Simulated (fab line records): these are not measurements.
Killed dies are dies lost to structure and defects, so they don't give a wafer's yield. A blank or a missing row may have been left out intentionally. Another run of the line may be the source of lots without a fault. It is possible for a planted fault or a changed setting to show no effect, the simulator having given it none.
fab line records | flow n5-finfet
[record] lots = 5 wafers = 15 last-day = 18
route steps=1938 shown BEOL_M2@897
lots untouched by any fault: they come from a run of this same line in which no faults occurred
start-h: hours from the record's opening day to when the first of the lot's shown wafers began | wait-h: how many hours have passed since the lot's step before this one | " same as the row above | L1.1+2: a row that stands for several wafers | - value missing, or start not given | * or withheld: withheld | < > ~ a bound
route shown NAME@n: names a module that has steps shown in the file, with the first one's number in the route | usual: mean/standard deviation of fault-free wafers | same: alike in all rows | chamber/n: place in a boat | sites: readings site by site | _std_site: the standard deviation of these | _edge_site: mean of outer sites minus mean of inner sites | radius-mm: how far each site lies from the wafer's centre | mask NAME#n: copy n | behind: the most recent tool/chamber to have shaped the wafer | hold: the reason the lot was held/the length of the hold in hours/how it ended | device: names the non-switching transistor (n, p or np) | end of line: the same wafers' tests at the end of the route | where a step has no rows: the recipe by itself | killed: the dies lost at the first sort to structure and to defects; this is not the yield of the wafer | map: the dies of a wafer, with x for killed, . for not killed, _ for no die there
set.NAME: the setting that was run; set.NAME@STEP: the one run at that earlier step | model.NAME: the simulator's own value behind a step, which no gauge read
lots seen at some steps along the route; tables by step, rows by wafer
services: when a tool's chamber went out of use (start-h, in hours from the record's first day, below 0 if earlier), for how many hours, and the reason
[[steps]]
[step N5_BEOL_M2_SRD_43]
[recipe] time-s = 30 temp-c = 23 rinse-liquid = diw dry = ipa-marangoni
// columns lot.wafer tool chamber start-h wait-h
L080.1+3+4 wet-bench-03 7,2,3 175.93 0.0
L086.3+5+6 wet-bench-02 5,4,1 236.60 0.0
L088.1+4+6 wet-bench-02 4,5,6 241.80 0.0
L093.1+4+6 wet-bench-06 0,6,7 258.58 0.0
L092.1+2+3 wet-bench-02 2,3,0 261.78 0.0
[step N5_BEOL_M2_CD_MEAS_35]
[recipe] target-cd-nm = 18 target-cd-y-nm = 22.2 polarity = opening
[usual] cd-nm = 18.1/0.34
// columns lot.wafer tool chamber start-h wait-h cd-nm
L080.1 cd-sem-01 - 175.97 0.0 17.6
L080.3 " - " " 18.4
L080.4 " - " " 18.2
L086.3 cd-sem-03 - 236.64 0.0 18.5
L086.5 " - " " 18.2
L086.6 " - " " 18.2
L088.1 cd-sem-03 - 241.84 0.0 18.5
L088.4 " - " " 18.0
L088.6 " - " " 18.2
L093.1 cd-sem-02 - 258.62 0.0 18.0
L093.4 " - " " 17.8
L093.6 " - " " 18.5
L092.1 cd-sem-02 - 261.82 0.0 19.1
L092.2 " - " " 18.0
L092.3 " - " " 18.3
[step N5_BEOL_M2_DEGAS_44]
[recipe] ambient = vacuum temp-c = 250 time-s = 60
[usual] heater-power-w = 326/30
// columns lot.wafer tool chamber start-h wait-h heater-power-w
L080.1 pvd-sputter-03 - 176.43 0.5 357
L080.3 " - " " 309
L080.4 " - " " 289
L086.3 pvd-sputter-02 - 237.10 0.5 371
L086.5 " - " " 321
L086.6 " - " " 372
L088.1 pvd-sputter-01 - 243.30 1.5 322
L088.4 " - " " 308
L088.6 " - " " 345
L093.1 pvd-sputter-02 - 259.20 0.6 362
L093.4 " - " " 315
L093.6 " - " " 306
L092.1 pvd-sputter-03 - 261.90 0.1 287
L092.2 " - " " 353
L092.3 " - " " 315
[step N5_BEOL_M2_PRE_CLEAN_45]
[recipe] gas = H2/He time-s = 30 temp-c = 250
[usual] heater-power-w = 327/29
// columns lot.wafer tool chamber start-h wait-h heater-power-w
L080.1 pvd-sputter-03 - 176.47 0.0 339
L080.3 " - " " 313
L080.4 " - " " 295
L086.3 pvd-sputter-02 - 237.14 0.0 367
L086.5 " - " " 308
L086.6 " - " " 369
L088.1 pvd-sputter-01 - 243.34 0.0 328
L088.4 " - " " 302
L088.6 " - " " 353
L093.1 pvd-sputter-02 - 259.24 0.0 355
L093.4 " - " " 310
L093.6 " - " " 315
L092.1 pvd-sputter-03 - 261.94 0.0 295
L092.2 " - " " 355
L092.3 " - " " 304
[step N5_BEOL_M2_ALD_84]
[recipe] material = TaN target-thk-a = * temp-c = 275 ald-precursor-family = PDMAT ald-co-reactant = NH3 pressure-torr = 3 carrier-flow-sccm = 1500 pulse-time-s = 2 purge-time-s = 3 co-reactant-purge-time-s = 2 co-reactant-pulse-time-s = 3 ald-cycles = 30 precursor-vessel-temp-c = 75 precursor-vessel-pressure-torr = 26.25 precursor-vessel-carrier-sccm = 1000
[usual] heater-power-w = 430/57 precursor-vessel-pressure-torr = 26.24/0.053
// columns lot.wafer tool chamber start-h wait-h heater-power-w precursor-vessel-pressure-torr
L080.1 ald-metal-02 3 176.53 0.0 437 26.26
L080.3 " 1 " " 472 26.14
L080.4 " 2 " " 408 26.18
L086.3 ald-metal-02 3 237.24 0.1 441 26.20
L086.5 " 0 " " 405 26.32
L086.6 " 3 " " 435 26.17
L088.1 ald-metal-01 0 243.41 0.1 384 26.22
L088.4 " 3 " " 390 26.35
L088.6 " 2 " " 471 26.29
L093.1 ald-metal-01 0 259.30 0.0 398 26.32
L093.4 " 3 " " 393 26.22
L093.6 " 3 " " 384 26.28
L092.1 ald-metal-02 3 262.01 0.0 454 26.31
L092.2 " 1 " " 480 26.21
L092.3 " 2 " " 403 26.21
[step N5_BEOL_M2_SURFACE_TREAT_85]
[recipe] gas = Ar time-s = * ion-energy-ev = * ion-current-ma-cm2 = 0.5 pressure-mtorr = * ar-flow-sccm = 30
[usual] throttle-valve-pct = *
// columns lot.wafer tool chamber start-h wait-h throttle-valve-pct
L080.1 pvd-sputter-01 - 178.06 1.4 *
L080.3 " - " " *
L080.4 " - " " *
L086.3 pvd-sputter-01 - 237.50 0.2 *
L086.5 " - " " *
L086.6 " - " " *
L088.1 pvd-sputter-01 - 243.64 0.1 *
L088.4 " - " " *
L088.6 " - " " *
L093.1 pvd-sputter-02 - 259.68 0.3 *
L093.4 " - " " *
L093.6 " - " " *
L092.1 pvd-sputter-02 - 262.23 0.1 *
L092.2 " - " " *
L092.3 " - " " *
[step N5_BEOL_M2_CVD_47]
[recipe] material = Co target-thk-a = 30 temp-c = withheld precursor = CCTBA/H2 pressure-torr = 30 time-s = 223.8
// columns lot.wafer tool chamber start-h wait-h
L080.1+3+4 cvd-co-02 2,0,1 178.12 0.0
L086.3+5+6 cvd-co-02 2,2,1 237.56 0.0
L088.1+4+6 cvd-co-01 2,0,1 243.72 0.1
L093.1+4+6 cvd-co-02 2,2,0 259.74 0.0
L092.1+2+3 cvd-co-01 0,1,2 262.31 0.1
[step N5_BEOL_M2_SPUTTER_48]
[recipe] material = Cu target-thk-a = 45 temp-c = -20 chamber-pressure-pa = 0.07 power-w = withheld time-s = 8.29
[usual] chuck-sensor-temp-C = -16.0/0.57 throttle-valve-pct = 30.3/1.3
// columns lot.wafer tool chamber start-h wait-h chuck-sensor-temp-C throttle-valve-pct
L080.1 pvd-sputter-01 - 178.32 0.1 -15.7 29.7
L080.3 " - " " -16.4 31.4
L080.4 " - " " -16.9 33.2
L086.3 pvd-sputter-01 - 237.86 0.2 -16.9 33.0
L086.5 " - " " -15.7 29.5
L086.6 " - " " -16.2 30.7
L088.1 pvd-sputter-03 - 243.88 0.1 -16.6 31.1
L088.4 " - " " -15.5 29.3
L088.6 " - " " -16.6 30.9
L093.1 pvd-sputter-02 - 259.94 0.1 -15.9 31.4
L093.4 " - " " -16.4 29.5
L093.6 " - " " -15.9 31.4
L092.1 pvd-sputter-01 - 262.52 0.1 -16.8 33.3
L092.2 " - " " -16.2 31.7
L092.3 " - " " -15.6 29.5
[step N5_BEOL_M2_ANNEAL_49]
[recipe] temp-c = 400 time-s = 240 ambient = vacuum
[usual] heater-power-w = 823/74 susceptor_temp_C_max = 401.0/0.3
// columns lot.wafer tool chamber start-h wait-h heater-power-w susceptor_temp_C_max
L080.1 pvd-sputter-01 - 178.40 0.0 769 401.0
L080.3 " - " " 687 400.7
L080.4 " - " " 816 401.2
L086.3 pvd-sputter-01 - 237.94 0.0 791 400.5
L086.5 " - " " 760 400.9
L086.6 " - " " 885 400.9
L088.1 pvd-sputter-03 - 243.96 0.0 780 400.5
L088.4 " - " " 718 400.4
L088.6 " - " " 794 400.8
L093.1 pvd-sputter-02 - 260.02 0.0 899 400.9
L093.4 " - " " 760 401.5
L093.6 " - " " 895 401.4
L092.1 pvd-sputter-01 - 262.60 0.0 833 400.9
L092.2 " - " " 724 400.6
L092.3 " - " " 767 400.9
[step N5_BEOL_M2_SPUTTER_79]
[recipe] material = Cu target-thk-a = 45 temp-c = -20 chamber-pressure-pa = 0.07 power-w = withheld time-s = 8.29
[usual] chuck-sensor-temp-C = -16.0/0.54 throttle-valve-pct = 30.3/1.3
// columns lot.wafer tool chamber start-h wait-h chuck-sensor-temp-C throttle-valve-pct
L080.1 pvd-sputter-01 - 178.54 0.1 -15.8 29.5
L080.3 " - " " -16.4 31.6
L080.4 " - " " -17.0 33.2
L086.3 pvd-sputter-01 - 238.08 0.1 -16.9 33.1
L086.5 " - " " -15.7 29.9
L086.6 " - " " -16.2 30.7
L088.1 pvd-sputter-03 - 244.10 0.1 -16.3 31.0
L088.4 " - " " -15.6 29.1
L088.6 " - " " -16.7 30.9
L093.1 pvd-sputter-02 - 260.16 0.1 -15.6 31.3
L093.4 " - " " -16.4 29.7
L093.6 " - " " -15.8 31.5
L092.1 pvd-sputter-01 - 262.74 0.1 -17.0 33.1
L092.2 " - " " -16.4 31.7
L092.3 " - " " -15.8 29.8
[step N5_BEOL_M2_ANNEAL_80]
[recipe] temp-c = 400 time-s = 240 ambient = vacuum
[usual] heater-power-w = 824/75 susceptor_temp_C_max = 401.0/0.39
// columns lot.wafer tool chamber start-h wait-h heater-power-w susceptor_temp_C_max
L080.1 pvd-sputter-01 - 178.62 0.0 774 400.9
L080.3 " - " " 688 400.7
L080.4 " - " " 827 400.9
L086.3 pvd-sputter-01 - 238.16 0.0 827 400.6
L086.5 " - " " 767 400.8
L086.6 " - " " 873 400.8
L088.1 pvd-sputter-03 - 244.18 0.0 768 400.6
L088.4 " - " " 723 400.8
L088.6 " - " " 790 401.0
L093.1 pvd-sputter-02 - 260.24 0.0 901 401.4
L093.4 " - " " 766 401.8
L093.6 " - " " 889 401.4
L092.1 pvd-sputter-01 - 262.82 0.0 831 400.9
L092.2 " - " " 693 400.0
L092.3 " - " " 735 400.4
[step N5_BEOL_M2_SPUTTER_81]
[recipe] material = Cu target-thk-a = 45 temp-c = -20 chamber-pressure-pa = 0.07 power-w = withheld time-s = 8.29
[usual] chuck-sensor-temp-C = -16.0/0.54 throttle-valve-pct = 30.3/1.3
// columns lot.wafer tool chamber start-h wait-h chuck-sensor-temp-C throttle-valve-pct
L080.1 pvd-sputter-01 - 178.76 0.1 -15.7 29.7
L080.3 " - " " -16.3 31.8
L080.4 " - " " -16.8 33.1
L086.3 pvd-sputter-01 - 238.30 0.1 -16.9 33.1
L086.5 " - " " -15.7 29.6
L086.6 " - " " -16.2 30.6
L088.1 pvd-sputter-03 - 244.32 0.1 -16.6 30.9
L088.4 " - " " -15.6 29.2
L088.6 " - " " -16.7 30.7
L093.1 pvd-sputter-02 - 260.38 0.1 -15.9 31.5
L093.4 " - " " -16.4 29.5
L093.6 " - " " -15.9 31.7
L092.1 pvd-sputter-01 - 262.96 0.1 -16.9 33.0
L092.2 " - " " -16.4 31.5
L092.3 " - " " -15.8 29.6
[step N5_BEOL_M2_ANNEAL_82]
[recipe] temp-c = 400 time-s = 240 ambient = vacuum
[usual] heater-power-w = 823/72 susceptor_temp_C_max = 400.9/0.36
// columns lot.wafer tool chamber start-h wait-h heater-power-w susceptor_temp_C_max
L080.1 pvd-sputter-01 - 178.84 0.0 752 400.8
L080.3 " - " " 703 400.6
L080.4 " - " " 811 400.9
L086.3 pvd-sputter-01 - 238.38 0.0 828 400.5
L086.5 " - " " 776 400.7
L086.6 " - " " 886 401.3
L088.1 pvd-sputter-03 - 244.40 0.0 785 400.4
L088.4 " - " " 758 400.7
L088.6 " - " " 788 401.2
L093.1 pvd-sputter-02 - 260.46 0.0 906 401.4
L093.4 " - " " 770 401.2
L093.6 " - " " 900 401.4
L092.1 pvd-sputter-01 - 263.04 0.0 806 400.8
L092.2 " - " " 698 400.5
L092.3 " - " " 785 401.0
[step N5_BEOL_M2_SPUTTER_86]
[recipe] material = Cu target-thk-a = 45 temp-c = -20 chamber-pressure-pa = 0.07 power-w = withheld time-s = 8.29
[usual] chuck-sensor-temp-C = -16.0/0.54 throttle-valve-pct = 30.3/1.3
// columns lot.wafer tool chamber start-h wait-h chuck-sensor-temp-C throttle-valve-pct
L080.1 pvd-sputter-01 - 178.98 0.1 -15.9 29.8
L080.3 " - " " -16.3 31.4
L080.4 " - " " -16.9 33.0
L086.3 pvd-sputter-01 - 238.52 0.1 -17.0 33.2
L086.5 " - " " -15.8 29.8
L086.6 " - " " -16.2 30.9
L088.1 pvd-sputter-03 - 244.54 0.1 -16.5 31.2
L088.4 " - " " -15.4 29.1
L088.6 " - " " -16.6 30.7
L093.1 pvd-sputter-02 - 260.60 0.1 -15.9 31.9
L093.4 " - " " -16.3 29.1
L093.6 " - " " -15.9 31.7
L092.1 pvd-sputter-01 - 263.18 0.1 -17.0 33.1
L092.2 " - " " -16.2 31.4
L092.3 " - " " -15.6 29.6
[step N5_BEOL_M2_ANNEAL_87]
[recipe] temp-c = 400 time-s = 240 ambient = vacuum
[usual] heater-power-w = 823/73 susceptor_temp_C_max = 400.9/0.39
// columns lot.wafer tool chamber start-h wait-h heater-power-w susceptor_temp_C_max
L080.1 pvd-sputter-01 - 179.06 0.0 761 401.1
L080.3 " - " " 697 400.9
L080.4 " - " " 815 400.4
L086.3 pvd-sputter-01 - 238.60 0.0 815 401.3
L086.5 " - " " 767 400.7
L086.6 " - " " 861 401.2
L088.1 pvd-sputter-03 - 244.62 0.0 776 401.1
L088.4 " - " " 733 401.0
L088.6 " - " " 819 401.5
L093.1 pvd-sputter-02 - 260.68 0.0 926 402.0
L093.4 " - " " 762 401.2
L093.6 " - " " 910 401.0
L092.1 pvd-sputter-01 - 263.26 0.0 808 400.9
L092.2 " - " " 708 401.0
L092.3 " - " " 759 400.9
[step N5_BEOL_M2_SPUTTER_88]
[recipe] material = Cu target-thk-a = 45 temp-c = -20 chamber-pressure-pa = 0.07 power-w = withheld time-s = 8.29
[usual] chuck-sensor-temp-C = -16.0/0.56 throttle-valve-pct = 30.3/1.3
// columns lot.wafer tool chamber start-h wait-h chuck-sensor-temp-C throttle-valve-pct
L080.1 pvd-sputter-01 - 179.20 0.1 -15.7 30.0
L080.3 " - " " -16.4 31.6
L080.4 " - " " -17.0 32.9
L086.3 pvd-sputter-01 - 238.74 0.1 -16.7 33.1
L086.5 " - " " -15.9 29.3
L086.6 " - " " -16.1 30.8
L088.1 pvd-sputter-03 - 244.76 0.1 -16.8 30.9
L088.4 " - " " -15.7 28.9
L088.6 " - " " -16.7 31.0
L093.1 pvd-sputter-02 - 260.82 0.1 -15.9 31.9
L093.4 " - " " -16.2 29.4
L093.6 " - " " -15.8 31.7
L092.1 pvd-sputter-01 - 263.40 0.1 -16.8 33.1
L092.2 " - " " -16.5 31.4
L092.3 " - " " -15.7 29.8
[step N5_BEOL_M2_ANNEAL_89]
[recipe] temp-c = 400 time-s = 240 ambient = vacuum
[usual] heater-power-w = 821/72 susceptor_temp_C_max = 401.0/0.37
// columns lot.wafer tool chamber start-h wait-h heater-power-w susceptor_temp_C_max
L080.1 pvd-sputter-01 - 179.28 0.0 765 401.1
L080.3 " - " " 685 400.6
L080.4 " - " " 825 401.0
L086.3 pvd-sputter-01 - 238.82 0.0 820 400.8
L086.5 " - " " 751 400.9
L086.6 " - " " 876 400.8
L088.1 pvd-sputter-03 - 244.84 0.0 780 400.8
L088.4 " - " " 730 401.0
L088.6 " - " " 794 401.4
L093.1 pvd-sputter-02 - 260.90 0.0 904 401.7
L093.4 " - " " 765 401.5
L093.6 " - " " 911 401.5
L092.1 pvd-sputter-01 - 266.78 3.3 811 401.1
L092.2 " - " " 690 400.3
L092.3 " - " " 771 400.9
[[services]]
// columns tool chamber start-h hours kind
pvd-sputter-03 - 157.03 5.4 repair
cvd-co-01 - 178.62 0.5 repair
cvd-co-01 - 219.89 0.2 repair
pvd-sputter-02 - 229.10 4.9 repair
wet-bench-06 - 255.11 2.4 repair
pvd-sputter-01 - 264.67 2.1 repair
[[key]]
fault none
